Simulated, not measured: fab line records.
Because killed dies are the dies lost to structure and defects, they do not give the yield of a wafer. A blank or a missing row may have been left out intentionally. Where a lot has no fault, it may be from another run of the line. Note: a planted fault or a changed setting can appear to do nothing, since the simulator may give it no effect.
Chamber matching -- flow nand harc -- ald metal-01 running NHARC_A_CONTACT_ALD_18: 4 sister chambers
The step deposits TiN, target thk 3 nm, pulse time 1 s, ald cycles 150. 8 wafers are shown with their chamber, then 8 later ones without.

== WAFERS PAIRED WITH THEIR CHAMBERS ==
wafer,chamber,heater power w (W),precursor pulse height rel
L080.1,3,1171,1.008
L081.4,0,1014,0.965
L081.6,3,1142,1.031
L084.4,0,999,1.021
L084.6,1,1151,0.997
L088.4,1,1220,0.985
L088.5,2,851,1.030
L090.1,2,874,0.993

== WAFERS WHOSE CHAMBER IS MISSING ==
wafer,heater power w (W),precursor pulse height rel
L090.3,993,1.022
L090.6,1213,1.025
L091.2,983,0.972
L091.4,1160,1.048
L091.6,1206,0.994
L097.3,988,0.986
L097.4,1182,1.009
L097.6,1016,0.988

== WHICH CHAMBER EACH WENT THROUGH ==
wafer,from the rows above,in truth
L090.3,0,0
L090.6,can't be placed: 1 or 3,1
L091.2,0,0
L091.4,can't be placed: 3 or 1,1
L091.6,can't be placed: 1 or 3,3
L097.3,0,0
L097.4,can't be placed: 1 or 3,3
L097.6,0,0
4 of 8 placed correctly. Not placeable from these rows: 4 (in 4, the candidates include the true chamber). Wrongly placed: 0.
How it was worked out, from the rows above alone: a wafer's distance from a chamber is the root of the sum, over the readings, of the square of ((its reading less the chamber's mean) divided by the reading's scatter). The wafer belongs to the nearest chamber; if the next one is less than 2 further off, it can't be placed. Each chamber's mean is taken over the wafers shown for it. How the scatter is found: for the shown wafers, subtract from each reading the mean of its chamber, square and add these, divide the total by (wafers less chambers), then take the root.
